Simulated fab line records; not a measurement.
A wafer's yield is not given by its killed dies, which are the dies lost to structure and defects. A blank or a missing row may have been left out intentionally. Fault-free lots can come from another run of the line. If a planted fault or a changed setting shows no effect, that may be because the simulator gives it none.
What tool caused it? + flow n5_finfet + Sampling: 12 lots, 36 wafers, 5 of 1938 route steps

== WHAT THE GAUGES READ, wafer by wafer ==
N5_BEOL_M12_CD_MEAS_17: target cd 140 nm.
| lot  | measured     | on        | cd_nm (nm)        |
|------|--------------|-----------|-------------------|
| L075 | day 11 06:38 | cd_sem-01 | 140.3 140.3 137.8 |
| L079 | day 11 08:39 | cd_sem-02 | 139.2 140.0 141.4 |
| L078 | day 11 14:37 | cd_sem-02 | 139.2 139.4 138.5 |
| L082 | day 12 14:52 | cd_sem-03 | 139.5 141.7 143.5 |
| L083 | day 12 23:07 | cd_sem-03 | 140.9 140.6 140.5 |
| L086 | day 13 18:38 | cd_sem-03 | 140.6 139.4 141.0 |
| L088 | day 14 03:10 | cd_sem-03 | 141.2 141.5 141.2 |
| L089 | day 14 11:51 | cd_sem-02 | 139.6 141.2 141.4 |
| L090 | day 14 22:32 | cd_sem-03 | 139.2 138.5 139.1 |
| L092 | day 15 14:53 | cd_sem-01 | 140.2 138.3 138.2 |
| L095 | day 16 04:21 | cd_sem-03 | 141.3 143.1 143.1 |
| L097 | day 16 16:38 | cd_sem-01 | 142.4 143.6 141.3 |

== TOOL THAT RAN EACH LOT (tool first, then ch and the chambers of the sampled wafers, then the start) ==
| lot  | N5_BEOL_M11_ETCH_41                           | N5_BEOL_M11_DEGAS_44         | N5_BEOL_M11_ALD_74                  | N5_BEOL_M12_VIA_ETCH_16            |
|------|-----------------------------------------------|------------------------------|-------------------------------------|------------------------------------|
| L075 | rie_diel-01 ch 0,3, day 11 03:02 or earlier   | pvd_sputter-03, day 11 03:02 | ald_metal-02 ch 0,1,2, day 11 03:18 | rie_diel-05 ch 1,3, day 11 06:14   |
| L079 | rie_diel-01 ch 0,3, day 11 05:45 or earlier   | pvd_sputter-03, day 11 05:45 | ald_metal-03 ch 1,2, day 11 05:52   | rie_diel-04 ch 1,2,3, day 11 08:14 |
| L078 | rie_diel-01 ch 2,3, day 11 10:54 or earlier   | pvd_sputter-02, day 11 10:54 | ald_metal-02 ch 0,1, day 11 11:02   | rie_diel-06 ch 1,2,3, day 11 14:13 |
| L082 | rie_diel-01 ch 1,2,3, day 12 11:21 or earlier | pvd_sputter-03, day 12 11:21 | ald_metal-02 ch 2,3, day 12 11:28   | rie_diel-04 ch 0,1,2, day 12 14:26 |
| L083 | rie_diel-02 ch 0,1,2, day 12 19:49 or earlier | pvd_sputter-01, day 12 19:49 | ald_metal-04 ch 0,2, day 12 20:09   | rie_diel-05 ch 1,2,3, day 12 22:43 |
| L086 | rie_diel-02 ch 0,1, day 13 15:29 or earlier   | pvd_sputter-01, day 13 15:29 | ald_metal-03 ch 0,1,2, day 13 15:38 | rie_diel-05 ch 0,2,3, day 13 18:13 |
| L088 | rie_diel-03 ch 0,2,3, day 14 00:16 or earlier | pvd_sputter-03, day 14 00:16 | ald_metal-02 ch 0,3, day 14 00:22   | rie_diel-05 ch 0,2,3, day 14 02:45 |
| L089 | rie_diel-01 ch 1,3, day 14 08:38 or earlier   | pvd_sputter-01, day 14 08:38 | ald_metal-02 ch 1,2,3, day 14 08:44 | rie_diel-05 ch 0,3, day 14 11:26   |
| L090 | rie_diel-02 ch 0,1,2, day 14 19:23 or earlier | pvd_sputter-02, day 14 19:23 | ald_metal-03 ch 0,1,2, day 14 19:30 | rie_diel-05 ch 1,2, day 14 22:08   |
| L092 | rie_diel-02 ch 1,3, day 15 11:14 or earlier   | pvd_sputter-02, day 15 11:14 | ald_metal-03 ch 0,3, day 15 11:21   | rie_diel-05 ch 1,2,3, day 15 14:28 |
| L095 | rie_diel-02 ch 1,2,3, day 16 00:38 or earlier | pvd_sputter-02, day 16 00:38 | ald_metal-02 ch 0,1, day 16 00:46   | rie_diel-05 ch 0,1,2, day 16 03:56 |
| L097 | rie_diel-01 ch 2,3, day 16 13:34 or earlier   | pvd_sputter-01, day 16 13:34 | ald_metal-02 ch 0,3, day 16 13:46   | rie_diel-04 ch 1,2,3, day 16 16:13 |
- N5_BEOL_M11_ETCH_41: etches SiCN in CH3F/O2, target depth 42.6 nm, time 86 s.
- N5_BEOL_M11_DEGAS_44: time 60 s.
- N5_BEOL_M11_ALD_74: deposits TaN, target thk 2 nm, pulse time 2 s, purge time 3 s.
- N5_BEOL_M12_VIA_ETCH_16: etches SiOC in C4F8/O2/Ar, target depth 724.8 nm.

== THE ANSWER, worked out from the rows above alone ==
Rule: the usual values come from the lots themselves. The widest of any qualifying gaps counts: lots, ordered by their means at a reading, are off when they make up no more than a third of the lots, leave a main group of 4 or more, and stand apart from it by 3 or more times the standard deviation of that group's means. If all means in a main group match to the digits the tables above print for the reading, that group is not used. A lot without any number at a reading at which 4 lots or more have one is off too. Where the step has rows for the other lots, those lots are counted as sound.
None of the lots is off at any reading shown; this tells nothing.

== WHAT THE SIMULATOR PUT IN ==
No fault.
